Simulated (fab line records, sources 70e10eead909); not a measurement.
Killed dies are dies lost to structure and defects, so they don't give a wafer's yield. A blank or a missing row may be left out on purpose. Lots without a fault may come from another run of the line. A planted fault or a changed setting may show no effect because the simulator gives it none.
fab line records | flow nand_harc
record lots=13 wafers=36 last_day=34
route steps=1302 shown P_CONTACT@234 END@1302
lots that met no fault: from a run of the same line without faults
start_h: hours from the record's first day to the start of the lot's first wafer shown | wait_h: hours since the lot's step before | " the same as in the row above | L1.1+2: a row that stands for several wafers | - no value, or no start given | * or withheld: withheld | < > ~ a bound
route shown NAME@n: a module of which the file shows steps, and the number in the route of the first | usual: mean/standard deviation of fault-free wafers | same: alike in all rows | chamber/n: place in a boat | sites: the reading at each site | _std_site: their standard deviation | _edge_site: outer sites' mean less inner sites' | radius_mm: how far each site lies from the wafer's centre | mask NAME#n: copy n | behind: the tool/chamber that last shaped the wafer | hold: why the lot was held/for how many hours/how that ended | device: the transistor (n, p or np) that didn't switch | end of line: the same wafers' tests at the end of the route | a step without rows: its recipe alone | killed: dies lost to structure and defects at the first sort, not the wafer's yield | map: a wafer's dies, x killed, . not, _ none there
set.NAME: the setting as run; set.NAME@STEP: as run at that earlier step | model.NAME: the simulator's own value behind a step, which no gauge read
steps of the route over a sample of lots; a table a step, a row a wafer
services: from which hour (start_h, from the record's first day; less than 0 if before it) a tool's chamber was out of use, for how many hours, and why
## steps
# step NHARC_P_CONTACT_INSPECT_14
# usual raw_defect_count=3.8/2.5
# columns lot.wafer tool chamber start_h wait_h raw_defect_count
L238.1 defect_inspect-01 - 116.97 0.0 3
L238.2 " - " " 2
L238.6 " - " " 3
L239.1 defect_inspect-02 - 132.12 0.0 0
L239.2 " - " " 1
L239.6 " - " " 1
L241.1 defect_inspect-02 - 149.18 0.0 4
L241.2 " - " " 3
L241.4 " - " " 3
L243.2 defect_inspect-01 - 165.07 0.0 6
L243.3 " - " " 9
L243.4 " - " " 13
L244.2 defect_inspect-02 - 177.00 0.0 2
L244.4 " - " " 0
L244.6 " - " " 7
L249.2 defect_inspect-02 - 221.32 0.0 11
L249.3 " - " " 3
L250.2 defect_inspect-01 - 236.44 0.0 4
L250.6 " - " " 4
L252.1 defect_inspect-01 - 260.39 0.0 5
L252.3 " - " " 8
L257.2 defect_inspect-02 - 303.83 0.0 5
L257.5 " - " " 1
L257.6 " - " " 2
L258.2 defect_inspect-01 - 319.10 0.0 0
L258.3 " - " " 7
L258.5 " - " " 4
L259.1 defect_inspect-01 - 334.59 0.0 7
L259.4 " - " " 2
L259.6 " - " " 7
L260.1 defect_inspect-02 - 337.87 0.0 1
L260.4 " - " " 7
L260.6 " - " " 3
L261.2 defect_inspect-01 - 344.61 0.0 2
L261.3 " - " " 3
L261.4 " - " " 2
# step NHARC_P_CONTACT_DESCUM_17
# recipe time_s=3 o2_flow_sccm=200 ar_flow_sccm=0 bias_power_w=0 chemistry=O2
# usual drypump_motor_current_A=5.6/0.44 oes_product_au=1.004/0.012 rf_vpp_V=57.8/0.89 showerhead_plenum_p_Torr=1.93/0.075 throttle_valve_pct=11.311/0.0097
# columns lot.wafer tool chamber start_h wait_h drypump_motor_current_A oes_product_au rf_hours_counter_h rf_vpp_V showerhead_plenum_p_Torr throttle_valve_pct
L238.2 rie_diel-06 3 117.04 0.1 5.0 1.012 5.5 57.0 1.83 11.329
L238.1 " 1 " " 5.8 1.018 5.5 56.6 1.96 11.307
L238.6 " 3 " " 5.0 0.994 - 57.4 1.83 11.308
L239.1 rie_diel-01 3 132.19 0.1 6.2 1.017 2.0 57.9 1.94 11.325
L239.2 " 1 " " 5.1 0.995 2.4 57.9 1.87 11.308
L239.6 " 2 " " 6.1 0.980 - 58.2 1.90 11.306
L241.2 rie_diel-04 3 149.24 0.1 5.5 0.987 9.0 56.3 1.88 11.300
L241.4 " 0 " " 4.9 1.006 4.9 58.2 1.88 11.313
L241.1 " 2 " " 5.4 1.010 8.6 59.2 2.05 11.318
L243.2 rie_diel-04 1 165.13 0.1 5.9 1.001 9.7 58.3 2.04 11.294
L243.3 " 2 " " 5.4 1.001 9.7 57.9 2.05 11.331
L243.4 " 3 " " 5.5 0.992 9.8 58.6 1.88 11.309
L244.2 rie_diel-04 2 177.07 0.1 5.4 1.013 10.4 59.5 2.05 11.331
L244.4 " 3 " " 5.5 0.993 10.6 57.2 1.88 11.315
L244.6 " 1 " " 5.8 1.002 - 58.9 2.04 11.304
L249.2 rie_diel-06 0 221.41 0.1 5.9 0.991 1.7 57.3 1.87 11.313
L249.3 " 1 " " 5.9 1.022 1.7 56.2 1.96 11.315
L250.2 rie_diel-06 1 236.50 0.1 5.9 1.021 2.3 58.9 1.96 11.316
L250.6 " 1 " " 5.8 1.023 - 58.5 1.96 11.324
L252.3 rie_diel-06 3 260.45 0.1 5.0 1.009 3.0 58.5 1.83 11.316
L252.1 " 0 " " 5.9 1.004 2.7 56.9 1.87 11.321
L257.2 rie_diel-04 0 303.91 0.1 4.9 1.026 4.7 59.1 1.88 11.290
L257.6 " 2 " " 5.4 0.993 - 57.8 2.05 11.321
L257.5 " 3 " " 5.5 1.009 - 58.3 1.88 11.309
L258.2 rie_diel-04 1 319.17 0.1 5.8 0.996 4.8 57.7 2.04 11.312
L258.3 " 3 " " 5.5 1.002 5.3 57.4 1.88 11.313
L258.5 " 2 " " 5.4 0.990 - 57.6 2.05 11.331
L259.1 rie_diel-04 1 334.65 0.1 5.8 0.989 6.3 58.0 2.04 11.323
L259.4 " 3 " " 5.5 0.998 6.3 57.9 1.88 11.303
L259.6 " 1 " " 5.9 0.998 - 57.1 2.04 11.322
L260.1 rie_diel-06 0 337.94 0.1 5.9 1.018 0.2 56.7 1.87 11.309
L260.4 " 2 " " 6.1 1.008 0.3 55.9 1.91 11.303
L260.6 " 3 " " 5.0 1.017 - 57.9 1.83 11.313
L261.2 rie_diel-06 0 344.67 0.1 5.8 1.004 0.7 57.7 1.87 11.308
L261.3 " 1 " " 5.8 0.995 0.8 57.0 1.96 11.323
L261.4 " 3 " " 5.0 1.013 - 56.3 1.83 11.322
# step NHARC_P_CONTACT_ETCH_31
# recipe target_depth_a=300 time_s=85.7 ion_energy_ev=120 over_etch_frac=1 ch3f_flow_sccm=50 o2_flow_sccm=30 ar_flow_sccm=200 rf_w=500 bias_w=100 chemistry=CH3F/O2
# usual drypump_motor_current_A=5.6/0.43 oes_product_au=0.982/0.015 rf_vpp_V=244.7/1.6 run_length_s=107.0/0.53 showerhead_plenum_p_Torr=2.48/0.093 throttle_valve_pct=20.663/0.0097
# columns lot.wafer tool chamber start_h wait_h drypump_motor_current_A oes_product_au rf_hours_counter_h rf_vpp_V run_length_s showerhead_plenum_p_Torr throttle_valve_pct
L238.1 rie_diel-06 1 117.79 - 5.9 0.978 5.9 245.1 107.2 2.51 20.678
L238.2 " 3 " " 5.0 0.958 5.7 242.7 106.3 2.36 20.663
L238.6 " 1 " " 5.9 0.971 - 244.4 106.9 2.51 20.653
L239.1 rie_diel-01 0 132.93 - 5.5 0.999 2.8 247.3 107.1 2.63 20.671
L239.2 " 3 " " 6.2 0.983 2.3 244.8 107.6 2.50 20.669
L239.6 " 1 " " 5.1 0.983 - 242.6 106.3 2.41 20.653
L241.1 rie_diel-04 2 149.98 - 5.4 0.986 9.0 247.7 107.0 2.63 20.650
L241.2 " 3 " " 5.5 0.973 9.3 245.1 106.8 2.41 20.661
L241.4 " 0 " " 4.9 1.002 5.1 244.1 106.8 2.42 20.678
L243.3 rie_diel-04 1 165.87 - 5.9 0.978 10.0 245.9 107.8 2.61 20.678
L243.2 " 2 " " 5.4 0.972 10.0 247.6 107.8 2.63 20.652
L243.4 " 3 " " 5.5 0.972 10.2 244.1 106.8 2.41 20.648
L244.4 rie_diel-04 1 177.80 - 5.8 0.982 10.8 245.6 107.4 2.61 20.665
L244.2 " 3 " " 5.5 0.987 10.8 244.6 107.2 2.42 20.676
L244.6 " 1 " " 5.8 0.985 - 247.0 107.4 2.61 20.656
L249.3 rie_diel-06 0 222.15 - 5.9 0.977 1.9 242.8 73.3 2.40 20.652
L249.2 " 1 " " 5.8 1.021 2.1 244.5 74.5 2.51 20.666
L250.2 rie_diel-06 2 237.63 - 6.2 0.964 2.9 245.5 73.5 2.45 20.679
L250.6 " 2 " " 6.2 0.975 - 243.9 106.2 2.45 20.674
L252.3 rie_diel-06 0 261.21 - 5.9 0.972 3.1 244.8 73.2 2.40 20.657
L252.1 " 1 " " 5.9 1.006 3.3 245.9 107.1 2.51 20.654
L257.2 rie_diel-04 0 304.64 - 4.9 1.011 5.0 244.2 107.2 2.41 20.675
L257.6 " 0 " " 4.9 1.011 - 243.9 106.8 2.41 20.643
L257.5 " 1 " " 5.8 0.979 - 247.2 108.2 2.61 20.654
L258.3 rie_diel-04 3 319.91 - 5.5 0.986 5.5 243.7 106.8 2.41 20.678
L258.2 " 0 " " 4.9 1.001 5.5 243.8 106.6 2.41 20.670
L258.5 " 3 " " 5.5 0.980 - 242.9 106.7 2.41 20.656
L259.1 rie_diel-04 0 335.39 - 4.9 0.992 6.7 243.0 106.9 2.41 20.645
L259.4 " 2 " " 5.4 0.957 7.1 247.7 107.5 2.62 20.650
L259.6 " 1 " " 5.9 0.958 - 248.2 107.5 2.61 20.664
L260.4 rie_diel-06 2 338.68 - 6.2 1.001 0.5 245.3 106.6 2.45 20.659
L260.1 " 3 " " 5.0 0.987 0.5 242.6 106.1 2.36 20.661
L260.6 " 2 " " 6.2 0.993 - 244.4 106.3 2.45 20.672
L261.2 rie_diel-06 0 345.55 - 5.9 0.962 1.1 241.9 106.3 2.40 20.665
L261.4 " 1 " " 5.8 0.950 1.2 244.9 107.4 2.51 20.658
L261.3 " 2 " " 6.1 0.943 0.7 242.4 106.4 2.45 20.672
# step NHARC_P_CONTACT_INSPECT_27
# usual raw_defect_count=312/120
# columns lot.wafer tool chamber start_h wait_h raw_defect_count
L238.1 defect_inspect-02 - 120.31 0.1 555
L238.2 " - " " 248
L238.6 " - " " 280
L239.1 defect_inspect-02 - 135.26 0.1 141
L239.2 " - " " 316
L239.6 " - " " 306
L241.1 defect_inspect-02 - 152.48 0.1 310
L241.2 " - " " 314
L241.4 " - " " 242
L243.2 defect_inspect-01 - 168.21 0.1 226
L243.3 " - " " 468
L243.4 " - " " 264
L244.2 defect_inspect-01 - 180.13 0.1 203
L244.4 " - " " 147
L244.6 " - " " 189
L249.2 defect_inspect-01 - 224.49 0.1 217
L249.3 " - " " 429
L250.2 defect_inspect-01 - 239.95 0.1 308
L250.6 " - " " 250
L252.1 defect_inspect-01 - 263.53 0.1 370
L252.3 " - " " 206
L257.2 defect_inspect-02 - 306.98 0.1 318
L257.5 " - " " 172
L257.6 " - " " 172
L258.2 defect_inspect-01 - 322.24 0.1 523
L258.3 " - " " 321
L258.5 " - " " 393
L259.1 defect_inspect-01 - 337.75 0.1 614
L259.4 " - " " 538
L259.6 " - " " 317
L260.1 defect_inspect-01 - 341.02 0.1 155
L260.4 " - " " 357
L260.6 " - " " 223
L261.2 defect_inspect-02 - 347.88 0.1 349
L261.3 " - " " 906
L261.4 " - " " 426
# step NHARC_END_SORT_01
# recipe temp_c=25
# usual killed_at_array=63/27 killed_at_other=0.7/1.2 killed_at_periphery=3.1/2 killed_dies=67/28 killed_open=3.0/1.9 killed_short=2.2/1.5
# same gross_dies=677
# columns lot.wafer tool chamber start_h wait_h killed_at_array killed_at_other killed_at_periphery killed_dies killed_open killed_short
L239.1 prober-01 0 563.22 2.5 80 0 1 81 0 2
L239.2 prober-01 0 564.00 2.8 72 1 2 75 3 3
L239.6 prober-01 0 567.13 3.9 72 0 1 73 4 3
L238.1 prober-01 0 570.90 2.5 90 0 3 93 2 2
L238.2 prober-01 0 571.72 2.8 102 0 1 103 4 0
L238.6 prober-01 0 574.97 4.1 71 2 3 76 1 1
L241.1 prober-02 0 589.78 2.5 84 0 4 88 3 1
L241.2 prober-02 0 590.58 2.8 74 0 3 77 2 2
L241.4 prober-02 0 592.18 3.4 91 0 4 95 10 2
L243.2 prober-01 0 606.35 2.8 103 2 5 110 2 3
L243.3 prober-01 0 607.15 3.1 92 0 10 102 3 2
L243.4 prober-01 0 607.95 3.4 83 3 8 94 0 0
L244.2 prober-02 0 616.52 2.8 21 0 6 27 3 3
L244.4 prober-02 0 618.10 3.4 23 0 1 24 3 1
L244.6 prober-02 0 619.68 4.0 20 1 2 23 3 2
L249.2 prober-01 0 670.33 2.8 55 2 4 61 2 3
L249.3 prober-01 0 671.13 3.1 56 2 6 64 4 2
L250.2 prober-02 0 670.38 2.8 29 3 1 33 2 2
L250.6 prober-02 0 673.58 4.0 29 0 2 31 4 5
L252.1 prober-02 0 699.24 2.5 61 0 5 66 2 3
L252.3 prober-02 0 700.84 3.1 52 0 8 60 2 0
L258.2 prober-01 0 766.00 2.8 37 0 2 39 7 1
L258.3 prober-01 0 766.80 3.1 27 0 5 32 7 1
L258.5 prober-01 0 768.39 3.7 28 1 2 31 5 0
L257.2 prober-02 0 772.34 2.8 90 1 5 96 4 4
L257.5 prober-02 0 774.74 3.7 97 0 1 98 3 2
L257.6 prober-02 0 775.54 4.0 89 1 0 90 2 4
L260.1 prober-01 0 781.68 2.5 61 0 1 62 3 1
L260.4 prober-01 0 784.08 3.4 67 2 1 70 3 4
L260.6 prober-01 0 785.68 4.0 63 1 5 69 3 3
L261.2 prober-02 0 791.80 2.8 34 4 5 43 2 2
L261.3 prober-02 0 792.60 3.1 33 1 2 36 3 1
L261.4 prober-02 0 793.39 3.4 39 0 4 43 3 2
L259.1 prober-01 0 808.95 2.5 40 0 3 43 1 1
L259.4 prober-01 0 811.33 3.4 51 0 7 58 6 1
L259.6 prober-01 0 812.93 4.0 40 0 5 45 1 2
# killed by level:class
L239.1 A_CHANNEL_HOLE_D1:chamber_film_flake=30 A_SLIT:chamber_film_flake=19 A_CHANNEL_HOLE_D2:chamber_film_flake=10 A_SGD_CUT:chamber_film_flake=9 A_CONTACT:chamber_film_flake=7 A_SOURCE_PLATE:geometric_particle:short=1 A_CHANNEL_FILL_D2:geometric_particle:short=1 P_M1:chamber_film_flake=1
L239.2 A_CHANNEL_HOLE_D1:chamber_film_flake=30 A_SLIT:chamber_film_flake=19 A_CHANNEL_HOLE_D2:chamber_film_flake=7 A_SGD_CUT:chamber_film_flake=6 A_STAIRCASE:chamber_film_flake=2 A_CONTACT:chamber_film_flake=2 P_CONTACT:geometric_particle:open=1 A_SOURCE_PLATE:geometric_particle:open=1
L239.6 A_CHANNEL_HOLE_D1:chamber_film_flake=31 A_SLIT:chamber_film_flake=21 A_SGD_CUT:chamber_film_flake=6 A_CHANNEL_HOLE_D2:chamber_film_flake=4 A_CONTACT:chamber_film_flake=3 P_CONTACT:geometric_particle:open=1 A_ONON_D1:geometric_particle:short=1 A_CHANNEL_HOLE_D2:geometric_particle:open=1
L238.1 A_CHANNEL_HOLE_D1:chamber_film_flake=31 A_CHANNEL_HOLE_D2:chamber_film_flake=31 A_SLIT:chamber_film_flake=19 A_CHANNEL_FILL_D1:geometric_particle:short=2 A_CHANNEL_FILL_D2:chamber_film_flake=2 A_WL_FILL:chamber_film_flake=2 P_M0:geometric_particle:open=1 A_CHANNEL_FILL_D1:geometric_particle:open=1
L238.2 A_CHANNEL_HOLE_D1:chamber_film_flake=38 A_CHANNEL_HOLE_D2:chamber_film_flake=32 A_SLIT:chamber_film_flake=22 A_CONTACT:chamber_film_flake=3 A_DECK1_JOINT:chamber_film_flake=2 P_M0:geometric_particle:open=1 A_CHANNEL_HOLE_D2:geometric_particle:open=1 A_BLC:geometric_particle:open=1
L238.6 A_CHANNEL_HOLE_D1:chamber_film_flake=24 A_CHANNEL_HOLE_D2:chamber_film_flake=20 A_SLIT:chamber_film_flake=20 A_CONTACT:chamber_film_flake=3 P_STI:chamber_film_flake=2 A_CHANNEL_FILL_D2:chamber_film_flake=2 A_M1:geometric_particle:short=1 STARTING-WAFER:geometric_particle:open=1
L241.1 A_CHANNEL_HOLE_D1:chamber_film_flake=30 A_SLIT:chamber_film_flake=30 A_CHANNEL_HOLE_D2:chamber_film_flake=12 A_CONTACT:chamber_film_flake=6 P_STI:chamber_film_flake=2 A_STAIRCASE:chamber_film_flake=2 P_M0:geometric_particle:open=1 A_CHANNEL_FILL_D2:geometric_particle:short=1
L241.2 A_SLIT:chamber_film_flake=30 A_CHANNEL_HOLE_D1:chamber_film_flake=27 A_CHANNEL_HOLE_D2:chamber_film_flake=9 A_CONTACT:chamber_film_flake=3 P_M2:chamber_film_flake=2 P_CONTACT:geometric_particle:open=1 A_ONON_D1:geometric_particle:short=1 A_ONON_D2:geometric_particle:short=1
L241.4 A_CHANNEL_HOLE_D1:chamber_film_flake=37 A_SLIT:chamber_film_flake=30 A_CHANNEL_HOLE_D2:chamber_film_flake=6 A_DECK1_JOINT:geometric_particle:open=3 A_CONTACT:chamber_film_flake=3 P_M0:geometric_particle:open=1 A_CHANNEL_HOLE_D1:geometric_particle:open=1 A_CHANNEL_FILL_D1:geometric_particle:open=1
L243.2 A_CHANNEL_HOLE_D2:chamber_film_flake=35 A_SLIT:chamber_film_flake=29 A_CHANNEL_HOLE_D1:chamber_film_flake=28 P_GATE:chamber_film_flake=4 A_STAIRCASE:chamber_film_flake=3 A_ZERO_WELL:chamber_film_flake=2 THIN_TSV:chamber_film_flake=2 P_GATE:geometric_particle:short=1
L243.3 A_CHANNEL_HOLE_D1:chamber_film_flake=31 A_SLIT:chamber_film_flake=29 A_CHANNEL_HOLE_D2:chamber_film_flake=20 P_GATE:chamber_film_flake=6 A_CONTACT:chamber_film_flake=5 A_STAIRCASE:chamber_film_flake=3 P_CONTACT:geometric_particle:open=2 A_WL_FILL:geometric_particle:short=1
L243.4 A_SLIT:chamber_film_flake=29 A_CHANNEL_HOLE_D2:chamber_film_flake=24 A_CHANNEL_HOLE_D1:chamber_film_flake=23 P_GATE:chamber_film_flake=3 P_STI:chamber_film_flake=3 A_STAIRCASE:chamber_film_flake=3 THIN_TSV:chamber_film_flake=3 P_ZERO_WELL:chamber_film_flake=2
L244.2 A_CHANNEL_HOLE_D2:chamber_film_flake=9 A_CONTACT:chamber_film_flake=5 P_BONDPAD:chamber_film_flake=3 A_WL_FILL:geometric_particle:short=2 A_CHANNEL_HOLE_D1:chamber_film_flake=2 P_CONTACT:geometric_particle:short=1 P_M0:geometric_particle:open=1 A_CHANNEL_FILL_D2:geometric_particle:open=1
L244.4 A_CHANNEL_HOLE_D2:chamber_film_flake=11 A_SLIT:chamber_film_flake=3 A_M0:geometric_particle:open=2 A_STAIRCASE:chamber_film_flake=2 A_BONDPAD:chamber_film_flake=2 A_ONON_D1:geometric_particle:short=1 A_WL_FILL:geometric_particle:open=1 P_BONDPAD:chamber_film_flake=1
L244.6 A_CHANNEL_HOLE_D2:chamber_film_flake=7 A_CHANNEL_HOLE_D1:chamber_film_flake=5 A_CONTACT:chamber_film_flake=3 A_BONDPAD:chamber_film_flake=2 P_CONTACT:geometric_particle:open=1 P_M0:geometric_particle:open=1 A_ONON_D1:geometric_particle:short=1 A_DECK1_JOINT:geometric_particle:short=1
L249.2 A_SLIT:chamber_film_flake=28 A_CHANNEL_HOLE_D2:chamber_film_flake=10 A_CHANNEL_HOLE_D1:chamber_film_flake=7 A_CHANNEL_FILL_D2:chamber_film_flake=2 A_STAIRCASE:chamber_film_flake=2 A_ONON_D1:geometric_particle:open=1 A_ONON_D2:geometric_particle:short=1 A_WL_FILL:geometric_particle:open=1
L250.2 A_CONTACT:chamber_film_flake=6 A_CHANNEL_HOLE_D1:chamber_film_flake=5 A_DECK1_JOINT:chamber_film_flake=4 A_SLIT:chamber_film_flake=3 A_BLC:chamber_film_flake=3 THIN_TSV:chamber_film_flake=3 A_ZERO_WELL:chamber_film_flake=2 A_CHANNEL_FILL_D1:chamber_film_flake=2
L249.3 A_SLIT:chamber_film_flake=26 A_CHANNEL_HOLE_D2:chamber_film_flake=12 A_CHANNEL_HOLE_D1:chamber_film_flake=7 A_STAIRCASE:chamber_film_flake=3 A_WL_FILL:geometric_particle:open=2 P_CONTACT:chamber_film_flake=2 A_CHANNEL_FILL_D2:chamber_film_flake=2 THIN_TSV:chamber_film_flake=2
L250.6 A_CHANNEL_HOLE_D1:chamber_film_flake=6 A_CONTACT:chamber_film_flake=4 A_SLIT:chamber_film_flake=3 A_DECK1_JOINT:chamber_film_flake=3 A_ONON_D1:geometric_particle:short=2 A_CHANNEL_FILL_D1:geometric_particle:open=2 A_STAIRCASE:chamber_film_flake=2 A_BLC:chamber_film_flake=2
L252.1 A_SLIT:chamber_film_flake=37 A_CONTACT:chamber_film_flake=6 A_WL_FILL:chamber_film_flake=5 A_CHANNEL_HOLE_D1:chamber_film_flake=3 P_GATE:chamber_film_flake=2 A_DECK1_JOINT:chamber_film_flake=2 A_BLC:chamber_film_flake=2 P_M0:geometric_particle:short=1
L252.3 A_SLIT:chamber_film_flake=26 A_CONTACT:chamber_film_flake=6 P_M1:chamber_film_flake=5 A_CHANNEL_HOLE_D1:chamber_film_flake=4 A_WL_FILL:chamber_film_flake=4 P_GATE:chamber_film_flake=3 A_CHANNEL_FILL_D1:chamber_film_flake=3 A_BLC:chamber_film_flake=3
L258.2 A_CHANNEL_HOLE_D1:chamber_film_flake=17 A_SLIT:chamber_film_flake=8 A_DECK1_JOINT:chamber_film_flake=3 A_CONTACT:chamber_film_flake=3 A_ONON_D2:geometric_particle:open=2 P_CONTACT:geometric_particle:open=1 P_M1:geometric_particle:open=1 A_CHANNEL_FILL_D1:geometric_particle:short=1
L258.3 A_CHANNEL_HOLE_D1:chamber_film_flake=11 A_SLIT:chamber_film_flake=5 P_M0:geometric_particle:open=2 P_M2:chamber_film_flake=2 A_STAIRCASE:chamber_film_flake=2 A_ONON_D1:geometric_particle:open=1 A_ONON_D2:geometric_particle:open=1 A_WL_FILL:geometric_particle:open=1
L258.5 A_CHANNEL_HOLE_D1:chamber_film_flake=16 A_SLIT:chamber_film_flake=5 P_M0:geometric_particle:open=2 A_STAIRCASE:chamber_film_flake=2 A_CHANNEL_FILL_D1:geometric_particle:open=1 A_SGD_CUT:geometric_particle:open=1 STARTING-WAFER:geometric_particle:open=1 A_CHANNEL_HOLE_D2:chamber_film_flake=1
L257.2 A_CHANNEL_HOLE_D1:chamber_film_flake=29 A_SLIT:chamber_film_flake=28 A_CHANNEL_HOLE_D2:chamber_film_flake=18 A_CONTACT:chamber_film_flake=6 P_STI:chamber_film_flake=3 A_ZERO_WELL:chamber_film_flake=3 P_M0:geometric_particle:open=2 A_CHANNEL_FILL_D1:geometric_particle:open=2
L257.5 A_SLIT:chamber_film_flake=34 A_CHANNEL_HOLE_D1:chamber_film_flake=31 A_CHANNEL_HOLE_D2:chamber_film_flake=18 A_CONTACT:chamber_film_flake=6 A_ZERO_WELL:chamber_film_flake=3 A_CHANNEL_FILL_D1:geometric_particle:open=1 A_DECK1_JOINT:geometric_particle:short=1 A_WL_FILL:geometric_particle:short=1
L257.6 A_SLIT:chamber_film_flake=26 A_CHANNEL_HOLE_D1:chamber_film_flake=25 A_CHANNEL_HOLE_D2:chamber_film_flake=22 A_CONTACT:chamber_film_flake=6 A_ONON_D1:geometric_particle:short=2 A_ZERO_WELL:chamber_film_flake=2 A_SOURCE_PLATE:geometric_particle:short=1 A_ONON_D2:geometric_particle:short=1
L260.1 A_CHANNEL_HOLE_D2:chamber_film_flake=26 A_SLIT:chamber_film_flake=24 A_CONTACT:chamber_film_flake=3 A_ZERO_WELL:chamber_film_flake=2 A_STAIRCASE:chamber_film_flake=2 A_DECK1_JOINT:geometric_particle:short=1 A_DECK1_JOINT:geometric_particle:open=1 A_ONON_D2:geometric_particle:open=1
L260.4 A_SLIT:chamber_film_flake=30 A_CHANNEL_HOLE_D2:chamber_film_flake=18 A_CONTACT:chamber_film_flake=6 A_STAIRCASE:chamber_film_flake=3 A_CHANNEL_FILL_D1:chamber_film_flake=2 A_CHANNEL_HOLE_D1:geometric_particle:open=1 A_CHANNEL_FILL_D1:geometric_particle:short=1 A_ONON_D2:geometric_particle:short=1
L260.6 A_SLIT:chamber_film_flake=27 A_CHANNEL_HOLE_D2:chamber_film_flake=19 A_CONTACT:chamber_film_flake=12 P_CONTACT:chamber_film_flake=2 P_GATE:geometric_particle:open=1 P_M2:geometric_particle:open=1 P_BONDPAD:geometric_particle:short=1 A_CHANNEL_FILL_D1:geometric_particle:short=1
L261.2 A_CHANNEL_HOLE_D1:chamber_film_flake=21 P_BONDPAD:chamber_film_flake=4 A_SLIT:chamber_film_flake=4 THIN_TSV:chamber_film_flake=4 A_STAIRCASE:chamber_film_flake=3 P_CONTACT:geometric_particle:short=1 A_ONON_D1:geometric_particle:open=1 A_WL_FILL:geometric_particle:short=1
L261.3 A_CHANNEL_HOLE_D1:chamber_film_flake=12 A_SLIT:chamber_film_flake=9 A_CONTACT:chamber_film_flake=5 A_CHANNEL_HOLE_D2:chamber_film_flake=2 A_STAIRCASE:chamber_film_flake=2 P_CONTACT:geometric_particle:open=1 P_BONDPAD:geometric_particle:open=1 A_CHANNEL_HOLE_D1:geometric_particle:short=1
L261.4 A_CHANNEL_HOLE_D1:chamber_film_flake=19 A_SLIT:chamber_film_flake=8 A_CONTACT:chamber_film_flake=3 A_CHANNEL_FILL_D1:chamber_film_flake=2 A_STAIRCASE:chamber_film_flake=2 P_M0:geometric_particle:short=1 P_M0:geometric_particle:open=1 A_SOURCE_PLATE:geometric_particle:short=1
L259.1 A_CHANNEL_HOLE_D1:chamber_film_flake=19 A_SLIT:chamber_film_flake=7 A_CHANNEL_HOLE_D2:chamber_film_flake=3 A_CONTACT:chamber_film_flake=3 A_SGD_CUT:chamber_film_flake=2 A_ONON_D1:geometric_particle:short=1 A_M0:geometric_particle:open=1 P_ZERO_WELL:chamber_film_flake=1
L259.4 A_CHANNEL_HOLE_D1:chamber_film_flake=27 A_SLIT:chamber_film_flake=8 A_CONTACT:chamber_film_flake=5 P_CONTACT:geometric_particle:open=4 A_CHANNEL_HOLE_D2:chamber_film_flake=3 A_CONTACT:geometric_particle:short=1 A_M0:geometric_particle:open=1 A_M1:geometric_particle:open=1
L259.6 A_CHANNEL_HOLE_D1:chamber_film_flake=17 A_SLIT:chamber_film_flake=6 P_ZERO_WELL:chamber_film_flake=4 A_CONTACT:chamber_film_flake=4 A_CHANNEL_FILL_D1:chamber_film_flake=3 A_CHANNEL_HOLE_D2:chamber_film_flake=3 A_STAIRCASE:chamber_film_flake=2 A_ONON_D1:geometric_particle:short=1
## services
# columns tool chamber start_h hours kind
rie_diel-01 1 102.99 10.8 repair
rie_diel-04 0 107.90 - clean
rie_diel-04 1 107.90 - clean
rie_diel-04 2 107.90 - clean
rie_diel-04 3 107.90 - clean
rie_diel-06 - 130.20 9.0 pm
rie_diel-04 0 132.40 - clean
rie_diel-04 1 132.40 - clean
rie_diel-04 2 132.40 - clean
rie_diel-04 3 132.40 - clean
rie_diel-01 0 150.16 2.4 repair
rie_diel-04 - 177.90 9.0 pm
rie_diel-01 - 203.80 9.0 pm
rie_diel-04 1 251.05 5.3 repair
rie_diel-01 1 257.47 9.6 repair
rie_diel-01 3 258.48 7.2 repair
rie_diel-04 - 278.39 0.8 repair
rie_diel-04 1 292.88 6.1 repair
rie_diel-01 0 301.58 3.9 repair
rie_diel-01 1 302.73 5.7 repair
rie_diel-06 - 307.20 9.0 pm
rie_diel-06 - 319.12 0.9 repair
rie_diel-06 2 328.37 6.7 repair
rie_diel-06 2 341.84 3.6 repair
## key
first_sign step=NHARC_P_CONTACT_ETCH_31 reading=run_length_s direction=down sigmas=63 usual=* struck=*
effect none on later readings
met_at NHARC_P_CONTACT_ETCH_31
struck_lots L249,L250,L252
struck_wafers L249.2,L249.3,L250.2,L252.3
tester_left_out L249,L250,L252
not_acting_at NHARC_P_CONTACT_INSPECT_14,NHARC_P_CONTACT_DESCUM_17,NHARC_P_CONTACT_INSPECT_27
onset_between 117.79 222.15
fault kind=process_parameter_drift tool=rie_diel-06 chamber=- onset_h=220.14 steps=NHARC_P_CONTACT_ETCH_31 channel=time_s offset=* shape=step end_h=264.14 scope=struck_wafers_only acts_in=* stated=*
# tester_left_out: of these lots the tester's yield and bins aren't shown, on N5 and GAA mostly nor the transistor test; their killed dies are dies lost to structure and defects alone, not to doping, threshold or leakage, so they don't give the yield
